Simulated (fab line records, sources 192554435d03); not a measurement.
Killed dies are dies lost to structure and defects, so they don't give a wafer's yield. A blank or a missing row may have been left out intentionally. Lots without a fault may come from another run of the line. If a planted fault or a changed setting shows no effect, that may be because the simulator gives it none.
Comparing a struck lot with a sound one + flow n5-finfet + 36 steps out of a route of 1938
Sound: the wafers L141.3, L141.4, L141.6. Wafers struck: L127.1, L127.2, L127.4. The cause comes at the end.
At each step with rows: each side's tool, then ch and its chambers, then its first start. Under that, the readings that differ: sound wafers + struck wafers + difference of the means + sigmas: that difference in standard deviations of wafers without a fault.
alike: readings with means less than 2 such deviations apart, plus words and numbers identical on both sides. not compared: withheld readings, readings lacking a value on some wafer, bounds such as >300 that could conceal the same value, and numbers that have no deviation in the record and whose values overlap.
A row with sigmas, a row that says differs or no value, or rows on one side alone: a step with any of these is where the two part. Numbers that have no deviation but don't overlap get no sigmas and don't part them. A reading missing from all wafers of one side parts the sides only when that side holds two or more wafers.

first, 9 steps without rows for these wafers: N5_BEOL_M4_ANNEAL_95 (time 240 s); N5_BEOL_M4_SPUTTER_96 (material Cu, target thk 4.5 nm, time 8.29 s); N5_BEOL_M4_ECD_50 (material Cu, target thk 300 nm); N5_BEOL_M4_ANNEAL_51 (time 90 s); N5_BEOL_M4_CMP_52 (polishes, stops on SiOC, t overpolish 6.8 s, target thk 40 nm); N5_BEOL_M4_PRE_CLEAN_60 (time 15 s); N5_BEOL_M4_CO_CAP_55 (material Co, precursor CCTBA/H2, target thk 2 nm, time 102.1 s); N5_BEOL_M4_PRE_CLEAN_56 (time 15 s); N5_BEOL_M4_DEP_57 (deposits SiCN from 3MS/NH3, target thk 8 nm, time 14 s).
N5_BEOL_M4_RC_MEAS_101:
  sound on prober-01 ch 0, day 14 00:52; struck on prober-02 ch 0, day 9 06:02
  alike: DIBL_N, DIBL_P, IOFF_N, IOFF_P, ION_N, ION_P, SS_N, SS_P, VT_N, VT_P
then, 24 steps without rows for these wafers: N5_BEOL_M5_ILD_DEP_00 (deposits SiCOH lowk from DEMS/porogen, target thk 140.64 nm, time 25.9 s); N5_BEOL_M5_CURE_79 (cures SiCOH lowk, time 240 s); N5_BEOL_M5_PECVD_70 (deposits SiO2 from TEOS/O2, target thk 16 nm, time 18 s); N5_BEOL_M5_HM_DEP_02 (deposits TiN, target thk 20 nm); N5_BEOL_M5_COAT_59 (time 60 s, resist thk 60 nm); N5_BEOL_M5_COAT_60 (time 60 s, resist thk 12 nm); N5_BEOL_M5_COAT_71 (time 60 s, resist thk 5 nm); N5_BEOL_M5_COAT_05 (resist thk 30 nm); N5_BEOL_M5_EBR_07; N5_BEOL_M5_SOFTBAKE_06 (time 60 s); N5_BEOL_M5_EXPOSE_08 (exposes mask M5, target cd 28 nm); N5_BEOL_M5_PEB_09 (peb time 60 s); N5_BEOL_M5_DEVELOP_10 (develop time 30 s); N5_BEOL_M5_DESCUM_16 (chemistry O2, time 7 s); N5_BEOL_M5_ETCH_72 (etches underlayer in N2/H2, target depth 6.5 nm, time 5.2 s); N5_BEOL_M5_ETCH_61 (etches SiARC in CF4, target depth 15.6 nm, time 26 s); N5_BEOL_M5_ETCH_62 (etches SOC in N2/H2, target depth 75 nm, overetch 15 nm, time 112.5 s); N5_BEOL_M5_STRIP_63 (strips in N2/H2); N5_BEOL_M5_STRIP_73 (strips in N2/H2); N5_BEOL_M5_STRIP_64 (strips in CF4); N5_BEOL_M5_HM_OPEN_17 (chemistry Cl2/BCl3, target TiN, target depth 20 nm, overetch 6 nm); N5_BEOL_M5_STRIP_19 (strips in O2); N5_BEOL_M5_COAT_65 (time 60 s, resist thk 60 nm); N5_BEOL_M5_COAT_66 (time 60 s, resist thk 12 nm).
-- a jump in the record: the struck wafers' starts before and after are 3 days apart (it breaks off in module BEOL_M5 and resumes in module BEOL_M14, where the first step shown is number 1770 of the route) --
N5_BEOL_M14_DEP_53: deposits SiCN from 3MS/NH3, target thk 50 nm, time 17.8 s.
  sound on pecvd-04 ch 0,1,2, day 18 01:26; struck on pecvd-02 ch 0,1, day 12 09:27
  no value came back on the struck wafers for chamber-pressure-Torr (Torr), rf-fwd-power-W (W), showerhead-plenum-p-Torr (Torr), throttle-valve-pct (%); on the sound wafers chamber-pressure-Torr (Torr) reads 3.000 3.000 2.994
following that, these wafers have no rows for 1 step: N5_PASSIVATION_PROBE_49.

## WHERE THEY PART
N5_BEOL_M14_DEP_53 only, going by this record.

WHY: what the simulator had put in
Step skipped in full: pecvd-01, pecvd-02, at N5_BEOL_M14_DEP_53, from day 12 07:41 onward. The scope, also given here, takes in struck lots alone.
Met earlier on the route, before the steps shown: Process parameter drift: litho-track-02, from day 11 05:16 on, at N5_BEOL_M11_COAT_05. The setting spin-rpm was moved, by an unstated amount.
